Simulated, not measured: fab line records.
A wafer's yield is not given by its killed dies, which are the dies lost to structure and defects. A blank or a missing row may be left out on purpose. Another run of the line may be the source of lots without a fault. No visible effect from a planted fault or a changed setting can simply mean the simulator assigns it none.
Matching of chambers :: flow n5-finfet :: N5_BEOL_M1_CO_CAP_55 on cvd-co-02 has 3 sister chambers
The step material Co, precursor CCTBA/H2, target thk 2 nm, time 102.1 s. 27 wafers are shown with their chamber, then 12 later ones without.

## EACH WAFER AND ITS CHAMBER
wafer: L074.1
chamber: 0
heater-power-w (W): 232

wafer: L074.2
chamber: 2
heater-power-w (W): 266

wafer: L074.5
chamber: 0
heater-power-w (W): 221

wafer: L074.3
chamber: 0
heater-power-w (W): 218

wafer: L074.4
chamber: 2
heater-power-w (W): 270

wafer: L074.6
chamber: 2
heater-power-w (W): 268

wafer: L076.2
chamber: 2
heater-power-w (W): 272

wafer: L076.3
chamber: 0
heater-power-w (W): 225

wafer: L076.5
chamber: 1
heater-power-w (W): 225

wafer: L077.1
chamber: 0
heater-power-w (W): 227

wafer: L077.3
chamber: 1
heater-power-w (W): 224

wafer: L077.5
chamber: 2
heater-power-w (W): 269

wafer: L080.1
chamber: 1
heater-power-w (W): 225

wafer: L080.3
chamber: 0
heater-power-w (W): 224

wafer: L080.5
chamber: 1
heater-power-w (W): 224

wafer: L081.2
chamber: 0
heater-power-w (W): 234

wafer: L081.4
chamber: 2
heater-power-w (W): 261

wafer: L081.6
chamber: 0
heater-power-w (W): 225

wafer: L082.3
chamber: 1
heater-power-w (W): 223

wafer: L082.5
chamber: 0
heater-power-w (W): 228

wafer: L082.6
chamber: 1
heater-power-w (W): 224

wafer: L084.1
chamber: 2
heater-power-w (W): 267

wafer: L084.4
chamber: 1
heater-power-w (W): 220

wafer: L084.6
chamber: 2
heater-power-w (W): 271

wafer: L088.4
chamber: 0
heater-power-w (W): 228

wafer: L088.5
chamber: 2
heater-power-w (W): 261

wafer: L088.6
chamber: 1
heater-power-w (W): 230

SIGNATURES (averages over the wafers above)
reading: heater-power-w
chamber 0: 226.20
chamber 1: 224.38
chamber 2: 267.22
scatter within a chamber: 4.01
Rule: a wafer lies at a distance from a chamber equal to the root of the sum of squares, over the readings, of (its reading less the chamber's mean, divided by the reading's scatter). If the next closest chamber is less than 2 further off than the closest, the wafer can't be placed; otherwise it belongs to the closest. The scatter is the square root of a quotient: the sum, over the shown wafers, of each reading's squared deviation from its chamber's mean, divided by wafers minus chambers.

## WAFERS MISSING THEIR CHAMBER
wafer: L089.3
heater-power-w (W): 228

wafer: L089.4
heater-power-w (W): 270

wafer: L089.5
heater-power-w (W): 225

wafer: L091.1
heater-power-w (W): 228

wafer: L091.2
heater-power-w (W): 229

wafer: L091.4
heater-power-w (W): 233

wafer: L092.3
heater-power-w (W): 235

wafer: L092.5
heater-power-w (W): 227

wafer: L092.6
heater-power-w (W): 269

wafer: L095.2
heater-power-w (W): 275

wafer: L095.3
heater-power-w (W): 225

wafer: L095.4
heater-power-w (W): 268

## WHICH CHAMBER EACH ONE RAN IN
wafer: L089.3
from the rows above: can't be placed: 0 or 1
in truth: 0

wafer: L089.4
from the rows above: 2
in truth: 2

wafer: L089.5
from the rows above: can't be placed: 1 or 0
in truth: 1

wafer: L091.1
from the rows above: can't be placed: 0 or 1
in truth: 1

wafer: L091.2
from the rows above: can't be placed: 0 or 1
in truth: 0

wafer: L091.4
from the rows above: can't be placed: 0 or 1
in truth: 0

wafer: L092.3
from the rows above: can't be placed: 0 or 1
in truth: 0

wafer: L092.5
from the rows above: can't be placed: 0 or 1
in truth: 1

wafer: L092.6
from the rows above: 2
in truth: 2

wafer: L095.2
from the rows above: 2
in truth: 2

wafer: L095.3
from the rows above: can't be placed: 1 or 0
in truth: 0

wafer: L095.4
from the rows above: 2
in truth: 2
Correctly placed: 4 of 12. Unplaceable from these rows: 8, with the true chamber sitting among the candidates in 8. 0 placed wrongly.
